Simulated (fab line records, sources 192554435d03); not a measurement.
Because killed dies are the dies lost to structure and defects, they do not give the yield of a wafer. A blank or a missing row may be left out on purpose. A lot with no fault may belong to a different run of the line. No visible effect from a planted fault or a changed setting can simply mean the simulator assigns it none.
A struck lot beside a sound one ; flow n5 finfet ; 19 out of 1938 route steps
Sound: wafers L177.3, L177.4, L177.6. The struck wafers were L164.1, L164.4, L164.5. The cause is named last.
Per side, at each step with rows, come the tool, then ch with its chambers, and then its first start. Under that, the readings that differ: sound wafers ; struck wafers ; difference of the means ; sigmas: that difference in standard deviations of wafers without a fault.
alike: words and numbers the same on both sides, and readings whose means are apart by under 2 such deviations; not compared: readings that were withheld, readings missing a value for some wafer, numbers with overlapping values and no deviation given by the record, and bounds like >300 which may hide the same value.
Wherever a step has rows on one side only, a row that says differs or no value, or a row with sigmas, the two part there. When numbers do not overlap yet have no deviation, they are printed without sigmas and do not part them. Lack of a reading on every wafer of one side parts them only where that side has two or more wafers.

first, 9 steps without rows for these wafers: N5_BEOL_M6_DESCUM_16 (chemistry O2, time 7.9 s); N5_BEOL_M6_ETCH_61 (etches SiARC in CF4, target depth 45.5 nm, time 75.8 s); N5_BEOL_M6_ETCH_62 (etches SOC in N2/H2, target depth 110 nm, overetch 22 nm, time 165 s); N5_BEOL_M6_STRIP_68 (strips in N2/H2); N5_BEOL_M6_STRIP_67 (strips in CF4); N5_BEOL_M6_HM_OPEN_17 (chemistry Cl2/BCl3, target TiN, target depth 20 nm, overetch 6 nm); N5_BEOL_M6_STRIP_19 (strips in O2); N5_BEOL_M6_COAT_63 (time 60 s, resist thk 60 nm); N5_BEOL_M6_COAT_64 (time 60 s, resist thk 12 nm).
N5_BEOL_M6_COAT_71: time 60 s, resist thk 5 nm.
  sound on litho track-03 ch 0, day 13 16:58; struck on litho track-02 ch 0, day 10 07:00
reading;sound;struck;difference;sigmas
spin speed rpm (rpm);1499.8 1499.6 1499.1;1248.1 1247.9 1249.7;-250.9;-99 or more
model.underlayer_of_BEOL_M6_COAT_71.thk nm (nm);5 5 5;5.6 5.4 5.4;+0.5;
  alike: plate temp C
then, 7 steps without rows for these wafers: N5_BEOL_M6_COAT_22 (resist thk 30 nm); N5_BEOL_M6_EBR_24; N5_BEOL_M6_SOFTBAKE_23 (time 60 s); N5_BEOL_M6_EXPOSE_25 (exposes mask V5, target cd 40 nm); N5_BEOL_M6_PEB_26 (peb time 60 s); N5_BEOL_M6_DEVELOP_27 (develop time 30 s); N5_BEOL_M6_DESCUM_33 (chemistry O2, time 7 s).
N5_BEOL_M6_ETCH_72: etches underlayer in N2/H2, target depth 6.5 nm, time 5.2 s.
  sound on rie diel-03 ch 1,2,3, day 13 17:23; struck on rie diel-02 ch 0,2, day 10 07:50
reading;sound;struck;difference;sigmas
etch rf on time s (s);5.10 5.17 5.29;5.67 6.11 5.58;+0.60;+4
model.etch.depth nm (nm);4.982 4.988 4.993;5.508 5.493 5.496;+0.511;
  alike: drypump motor current A, oes product au, rf vpp V, showerhead plenum p Torr, throttle valve pct
  not compared: rf hours counter h
then, 1 step without rows for these wafers: N5_BEOL_M6_ETCH_65 (etches SiARC in CF4, target depth 15.6 nm, time 26 s).

== WHERE THEY PART ==
At N5_BEOL_M6_COAT_71 first; at N5_BEOL_M6_ETCH_72 last (within this record only).

WHY: whatever the simulator had introduced
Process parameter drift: litho track-02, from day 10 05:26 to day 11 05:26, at N5_BEOL_M6_COAT_71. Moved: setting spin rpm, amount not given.
